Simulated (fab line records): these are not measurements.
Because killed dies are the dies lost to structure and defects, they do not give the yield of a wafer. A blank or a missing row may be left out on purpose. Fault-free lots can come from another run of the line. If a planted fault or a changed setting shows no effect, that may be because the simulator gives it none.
fab line records	flow n5-finfet
record lots=6	wafers=18	last-day=17
route steps=1938 shown BEOL_M6@1239 PASSIVATION@1936
lots that met no fault: taken from a fault-free run of the same line
start-h: hours from the record's first day to the start of the lot's first wafer shown	wait-h: hours from the lot's prior step to this one	" as in the row above	L1.1+2: a row that stands for several wafers	- value missing, or start not given	* or withheld: withheld	< > ~ a bound
route shown NAME@n: NAME is a module with steps in the file, n the number in the route of the first one	usual: mean and standard deviation over wafers with no fault	same: alike in all rows	chamber/n: place in a boat	sites: readings site by site	_std_site: the values' standard deviation	_edge_site: the outer-site mean with the inner-site mean subtracted	radius-mm: how far each site lies from the wafer's centre	mask NAME#n: copy n	behind: tool/chamber where the wafer was last shaped	hold: why the lot was held/for how many hours/how that ended	device: transistor that didn't switch, given as n, p or np	end of line: the tests these same wafers got at the end of their route	a step given without rows: its recipe and nothing more	killed: not the wafer's yield, but the dies lost to structure and defects at the first sort	map: the dies of a wafer, with x for killed, . for not killed, _ for no die there
set.NAME: the setting the step ran with; set.NAME@STEP: the setting that earlier step ran with	model.NAME: the simulator's own value behind a step, which no gauge read
lots at selected steps of the route; one table per step, one row per wafer
services: the hour from which a tool's chamber was out of use, counted from the record's first day as start-h (under 0 if before that day), plus the number of hours and why
## steps
# step N5_BEOL_M6_TRENCH_ETCH_37
# recipe chemistry=C4F6/O2	target-depth-a=944.35	target=SiCOH_lowk	time-s=31.5	ion-energy-ev=250	pressure-mtorr=30	source-w=345	bias-w=185	Ar_flow_sccm=300	C4F6_flow_sccm=10	O2_flow_sccm=10
# step N5_BEOL_M6_ETCH_41
# recipe chemistry=CH3F/O2	target=SiCN	target-depth-a=297	taper-deg=2	time-s=52	ion-energy-ev=120	mask-material=TiN	pressure-mtorr=30	source-w=395	bias-w=75	Ar_flow_sccm=150	CH3F_flow_sccm=30	O2_flow_sccm=20
# usual drypump-motor-current-A=5.9/0.39	oes-product-au=0.79/0.089	rf-vpp-V=297.1/1.3	showerhead-plenum-p-Torr=2.00/0.059	throttle-valve-pct=16.30/0.26
lot.wafer	tool	chamber	start-h	wait-h	drypump-motor-current-A	oes-product-au	rf-hours-counter-h	rf-vpp-V	showerhead-plenum-p-Torr	throttle-valve-pct
L945.1	rie-diel-03	0	-	-	6.1	0.88	37	297.1	1.95	16.00
L945.3	"	3	"	"	5.2	0.67	242	296.7	2.05	16.62
L945.4	"	2	"	"	6.0	0.77	122	297.1	2.02	16.20
L950.1	rie-diel-01	3	-	-	6.4	0.92	24	300.0	2.12	16.01
L950.4	"	0	"	"	5.6	0.73	195	298.3	1.99	16.15
L950.5	"	0	"	"	5.7	0.72	-	297.7	1.99	16.15
L955.2	rie-diel-03	0	-	-	6.1	0.85	59	296.3	1.94	16.05
L955.5	"	3	"	"	5.2	0.94	-	298.4	2.05	16.14
L955.6	"	2	"	"	6.0	0.73	-	298.1	2.01	16.24
L958.1	rie-diel-01	3	-	-	6.4	0.90	42	299.1	2.12	16.04
L958.4	"	0	"	"	5.7	0.72	210	296.2	1.99	16.18
L958.6	"	1	"	"	6.0	0.80	-	298.4	2.01	16.41
L961.2	rie-diel-01	3	-	-	6.4	0.88	47	299.9	2.11	16.06
L961.4	"	0	"	"	5.6	0.71	215	297.5	1.99	16.19
L961.6	"	2	"	"	6.4	0.72	-	296.6	1.99	16.84
L965.3	rie-diel-04	1	-	-	5.6	0.89	33	299.5	2.04	16.06
L965.5	"	0	"	"	5.7	0.75	-	295.6	1.92	16.64
L965.6	"	1	"	"	5.6	0.90	-	298.9	2.04	16.08
# step N5_BEOL_M6_STRIP_80
# recipe chemistry=N2/H2	time-s=10	power-w=450	temp-c=40	pressure-mtorr=20	rf-frequency-hz=6e+07	bias-power-w=7	n2-flow-sccm=200	h2-flow-sccm=200
# usual drypump-motor-current-A=5.9/0.39	oes-product-au=0.79/0.09	rf-vpp-V=59.2/0.83	showerhead-plenum-p-Torr=2.53/0.076	throttle-valve-pct=23.6/0.34
lot.wafer	tool	chamber	start-h	wait-h	drypump-motor-current-A	oes-product-au	rf-hours-counter-h	rf-vpp-V	showerhead-plenum-p-Torr	throttle-valve-pct
L945.1	rie-diel-03	0	-	-	6.1	0.88	37	58.2	2.49	23.4
L945.3	"	3	"	"	5.2	0.68	242	59.9	2.61	24.0
L945.4	"	2	"	"	6.0	0.76	122	60.9	2.55	23.1
L950.1	rie-diel-01	3	-	-	6.4	0.93	24	60.3	2.70	23.4
L950.4	"	0	"	"	5.7	0.72	195	59.1	2.52	23.2
L950.5	"	0	"	"	5.7	0.73	-	61.3	2.52	23.2
L955.2	rie-diel-03	0	-	-	6.1	0.85	60	59.4	2.48	23.5
L955.5	"	3	"	"	5.2	0.95	-	59.7	2.61	23.6
L955.6	"	2	"	"	6.0	0.73	-	58.8	2.54	23.2
L958.1	rie-diel-01	3	-	-	6.4	0.89	42	61.7	2.69	23.4
L958.4	"	0	"	"	5.6	0.71	210	59.3	2.51	23.2
L958.6	"	1	"	"	6.0	0.80	-	59.6	2.55	23.9
L961.2	rie-diel-01	3	-	-	6.4	0.89	47	59.7	2.69	23.4
L961.4	"	0	"	"	5.6	0.71	215	58.7	2.51	23.2
L961.6	"	2	"	"	6.4	0.72	-	59.7	2.51	24.1
L965.3	rie-diel-04	1	-	-	5.6	0.90	33	59.6	2.59	23.5
L965.5	"	0	"	"	5.7	0.75	-	58.7	2.43	24.1
L965.6	"	1	"	"	5.6	0.89	-	59.7	2.59	23.4
# step N5_BEOL_M6_OCD_MEAS_38
# usual trench-depth-nm=94.4/1.3
lot.wafer	tool	chamber	start-h	wait-h	trench-depth-nm
L945.1	ocd-01	-	200.87	-	95.6
L945.3	"	-	"	"	93.2
L945.4	"	-	"	"	94.3
L950.1	ocd-02	-	232.25	-	95.7
L950.4	"	-	"	"	94.5
L950.5	"	-	"	"	94.2
L955.2	ocd-02	-	258.24	-	94.5
L955.5	"	-	"	"	94.7
L955.6	"	-	"	"	92.2
L958.1	ocd-01	-	291.61	-	96.5
L958.4	"	-	"	"	94.7
L958.6	"	-	"	"	94.2
L961.2	ocd-02	-	304.12	-	95.7
L961.4	"	-	"	"	93.7
L961.6	"	-	"	"	93.2
L965.3	ocd-02	-	327.50	-	96.3
L965.5	"	-	"	"	94.3
L965.6	"	-	"	"	95.4
# step N5_BEOL_M6_HM_STRIP_39
# recipe chemistry=peroxide-tin-strip	material=TiN	target-depth-a=250	temp-c=50	time-s=158
# step N5_BEOL_M6_SRD_40
# recipe time-s=30	temp-c=23	rinse-liquid=diw	dry=ipa-marangoni
# step N5_BEOL_M6_PRECLEAN_42
# recipe chemistry=residue-remover	time-s=60	temp-c=40
# step N5_BEOL_M6_SRD_43
# recipe time-s=30	temp-c=23	rinse-liquid=diw	dry=ipa-marangoni
# step N5_BEOL_M6_CD_MEAS_35
# recipe target-cd-nm=40	target-cd-y-nm=28	polarity=opening
# usual cd-nm=39.9/0.42
lot.wafer	tool	chamber	start-h	wait-h	cd-nm
L945.1	cd-sem-03	-	201.04	0.0	40.5
L945.3	"	-	"	"	39.6
L945.4	"	-	"	"	39.5
L950.1	cd-sem-01	-	232.41	0.0	40.4
L950.4	"	-	"	"	40.0
L950.5	"	-	"	"	39.8
L955.2	cd-sem-03	-	258.40	0.0	39.5
L955.5	"	-	"	"	40.0
L955.6	"	-	"	"	40.9
L958.1	cd-sem-01	-	291.76	0.0	40.1
L958.4	"	-	"	"	39.8
L958.6	"	-	"	"	39.6
L961.2	cd-sem-02	-	304.28	0.0	39.2
L961.4	"	-	"	"	40.5
L961.6	"	-	"	"	39.5
L965.3	cd-sem-01	-	327.65	0.0	40.0
L965.5	"	-	"	"	39.6
L965.6	"	-	"	"	40.1
# step N5_BEOL_M6_CURE_75
# recipe temp-c=370	time-s=120	ambient=DMADMS/He	material=SiCOH_lowk
# step N5_BEOL_M6_DEGAS_44
# recipe ambient=vacuum	temp-c=250	time-s=60
# usual heater-power-w=338/36
lot.wafer	tool	chamber	start-h	wait-h	heater-power-w
L945.1	pvd-sputter-01	-	201.95	0.8	338
L945.3	"	-	"	"	286
L945.4	"	-	"	"	392
L950.1	pvd-sputter-03	-	233.97	1.3	297
L950.4	"	-	"	"	340
L950.5	"	-	"	"	367
L955.2	pvd-sputter-03	-	260.66	2.0	347
L955.5	"	-	"	"	339
L955.6	"	-	"	"	359
L958.1	pvd-sputter-02	-	292.31	0.3	362
L958.4	"	-	"	"	396
L958.6	"	-	"	"	319
L961.2	pvd-sputter-01	-	305.24	0.8	384
L961.4	"	-	"	"	284
L961.6	"	-	"	"	276
L965.3	pvd-sputter-01	-	329.97	2.1	293
L965.5	"	-	"	"	297
L965.6	"	-	"	"	388
# step N5_BEOL_M6_PRE_CLEAN_45
# recipe gas=H2/He	time-s=30	temp-c=250
# usual heater-power-w=339/35
lot.wafer	tool	chamber	start-h	wait-h	heater-power-w
L945.1	pvd-sputter-01	-	201.99	0.0	341
L945.3	"	-	"	"	286
L945.4	"	-	"	"	384
L950.1	pvd-sputter-03	-	234.01	0.0	308
L950.4	"	-	"	"	343
L950.5	"	-	"	"	370
L955.2	pvd-sputter-03	-	260.70	0.0	340
L955.5	"	-	"	"	351
L955.6	"	-	"	"	364
L958.1	pvd-sputter-02	-	292.35	0.0	358
L958.4	"	-	"	"	401
L958.6	"	-	"	"	313
L961.2	pvd-sputter-01	-	305.28	0.0	377
L961.4	"	-	"	"	281
L961.6	"	-	"	"	286
L965.3	pvd-sputter-01	-	330.01	0.0	300
L965.5	"	-	"	"	288
L965.6	"	-	"	"	389
# step N5_BEOL_M6_ALD_77
# recipe material=TaN	target-thk-a=20	temp-c=275	ald-precursor-family=PDMAT	ald-co-reactant=NH3	pressure-torr=3	carrier-flow-sccm=1500	pulse-time-s=2	purge-time-s=3	co-reactant-purge-time-s=2	co-reactant-pulse-time-s=3	ald-cycles=40	precursor-vessel-temp-c=75	precursor-vessel-pressure-torr=26.25	precursor-vessel-carrier-sccm=1000
# usual co-reactant-pulse-time-s=3/0	heater-power-w=445/43	precursor-vessel-carrier-sccm=1000.3/2.9
# same co-reactant-purge-time-s=2
lot.wafer	tool	chamber	start-h	wait-h	co-reactant-pulse-time-s	heater-power-w	precursor-vessel-carrier-sccm
L945.1	ald-metal-04	3	202.05	0.0	3	345	1000.7
L945.3	"	1	"	"	3	443	1000.1
L945.4	"	0	"	"	3	442	998.7
L950.1	ald-metal-01	2	234.07	0.0	3	436	1002.1
L950.4	"	3	"	"	3	516	995.0
L950.5	"	1	"	"	3	417	1003.8
L955.2	ald-metal-04	0	260.78	0.1	3	439	994.1
L955.5	"	2	"	"	3.5774	467	999.8
L955.6	"	3	"	"	3.5774	351	1000.7
L958.1	ald-metal-04	3	292.43	0.1	3	337	997.9
L958.4	"	0	"	"	3	443	1003.3
L958.6	"	3	"	"	3.5774	347	1004.5
L961.2	ald-metal-01	3	305.34	0.0	3	533	1003.8
L961.4	"	1	"	"	3	418	999.2
L961.6	"	3	"	"	3	521	1003.2
L965.3	ald-metal-03	2	330.07	0.0	3	477	1001.5
L965.5	"	1	"	"	3	488	1001.8
L965.6	"	2	"	"	3	459	1002.5
# step N5_BEOL_M6_SURFACE_TREAT_79
# recipe gas=Ar	time-s=*	ion-energy-ev=*	ion-current-ma-cm2=0.5	pressure-mtorr=*	ar-flow-sccm=30
# usual throttle-valve-pct=*
lot.wafer	tool	chamber	start-h	wait-h	throttle-valve-pct
L945.1	pvd-sputter-03	-	202.43	0.3	*
L945.3	"	-	"	"	*
L945.4	"	-	"	"	*
L950.1	pvd-sputter-01	-	234.41	0.2	*
L950.4	"	-	"	"	*
L950.5	"	-	"	"	*
L955.2	pvd-sputter-03	-	261.26	0.4	*
L955.5	"	-	"	"	*
L955.6	"	-	"	"	*
L958.1	pvd-sputter-02	-	292.83	0.3	*
L958.4	"	-	"	"	*
L958.6	"	-	"	"	*
L961.2	pvd-sputter-02	-	305.67	0.2	*
L961.4	"	-	"	"	*
L961.6	"	-	"	"	*
L965.3	pvd-sputter-01	-	330.41	0.2	*
L965.5	"	-	"	"	*
L965.6	"	-	"	"	*
# step N5_PASSIVATION_PROBE_49
# usual defect-limited-yield=91.6/1.4	killed_at_M0_to_M3=35/10	killed_at_M4_up=13/5.3	killed-at-contacts=12/5.9	killed-at-front-end=36/9.9	killed-at-other=3.2/3	killed-dies=99/16	killed-open=66/12	killed-short=32/7.7	sort_bin_5_function=4.9/0.91	sort_bin_6_memory=3.2/0.65	sort-n-pass=1081/16	sort-yield-pct=91.6/1.4
# same gross-dies=1180	killed-at-back-side=0	sort_bin_4_leakage[%]=0	sort_bin_8_speed[%]=0
lot.wafer	tool	chamber	start-h	wait-h	defect-limited-yield[%]	killed_at_M0_to_M3	killed_at_M4_up	killed-at-contacts	killed-at-front-end	killed-at-other	killed-dies	killed-open	killed-short	sort_bin_5_function[%]	sort_bin_6_memory[%]	sort-n-pass	sort-yield-pct[%]
L945.1	prober-02	-	288.66	0.0	93.8	20	8	9	35	1	73	49	23	3.6	2.1	1107	93.8
L945.3	prober-02	-	288.76	0.1	92.0	24	14	12	39	5	94	57	36	4.8	3.0	1086	92.0
L945.4	prober-02	-	288.81	0.2	92.0	30	19	11	29	5	94	62	32	4.8	2.9	1086	92.0
# killed by level:class
L945.1 STI_FIN_REVEAL:geometric-particle:open=17 MOL_CONTACT_COAG:geometric-particle:open=7 BEOL_M2:geometric-particle:open=7 BEOL_M4:geometric-particle:open=6 BEOL_M3:geometric-particle:short=5 FIN_SAQP:geometric-particle:short=4 STI_FIN_REVEAL:geometric-particle:short=3 BEOL_M0_SAQP:geometric-particle:open=3
L945.3 FIN_SAQP:geometric-particle:short=8 DUMMY_GATE:geometric-particle:open=8 MOL_CONTACT_COAG:geometric-particle:open=8 BEOL_M4:geometric-particle:open=7 BEOL_M2:geometric-particle:open=5 FIN_SAQP:geometric-particle:open=4 GATE_CUT:geometric-particle:short=4 MOL_CONTACT_COAG:geometric-particle:short=4
L945.4 MOL_CONTACT_COAG:geometric-particle:open=9 BEOL_M0_SAQP:geometric-particle:open=8 STI_FIN_REVEAL:geometric-particle:open=7 BEOL_M4:geometric-particle:open=7 BEOL_M3:geometric-particle:short=6 BEOL_M8:geometric-particle:open=4 BEOL_M2:geometric-particle:open=4 BEOL_M3:geometric-particle:open=4
## services
tool	chamber	start-h	hours	kind
rie-diel-01	3	179.40	9.7	repair
rie-diel-01	3	189.25	4.4	repair
rie-diel-04	1	204.31	-	clean
rie-diel-04	1	204.31	-	consumable-replace:focus-ring
ald-metal-03	2	213.06	3.1	repair
rie-diel-01	3	218.62	7.3	repair
ald-metal-04	0	223.71	4.5	repair
rie-diel-03	3	224.41	-	clean
rie-diel-03	3	224.41	-	consumable-replace:focus-ring
rie-diel-03	3	224.41	16.6	scheduled-down
rie-diel-03	3	224.41	16.6	vent-cycle
ald-metal-04	0	228.27	5.0	repair
rie-diel-03	1	241.05	-	clean
rie-diel-03	1	241.05	-	consumable-replace:focus-ring
rie-diel-03	1	241.05	19.3	scheduled-down
rie-diel-03	1	241.05	19.3	vent-cycle
rie-diel-04	0	264.37	1.6	repair
rie-diel-01	0	279.48	7.2	repair
rie-diel-03	-	290.80	2.8	pm
rie-diel-04	1	291.19	8.4	repair
pvd-sputter-02	-	306.31	3.3	repair
ald-metal-01	2	313.80	4.0	repair
ald-metal-04	-	323.55	6.0	pm
rie-diel-01	0	329.19	6.6	repair
## key
first-sign step=N5_BEOL_M6_ALD_77	reading=co-reactant-pulse-time-s	direction=up	sigmas=99+	usual=*	struck=*
effect none on later readings
met-at N5_BEOL_M6_ALD_77
struck-wafers L955.5,L955.6,L958.6
onset-between 202.05 260.78
fault kind=process-parameter-drift	tool=ald-metal-04	chamber=-	onset-h=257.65	steps=N5_BEOL_M6_ALD_77	channel=co-reactant-pulse-time-s	offset=*	shape=step	end-h=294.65	scope=struck-wafers-only	acts-in=*	stated=*
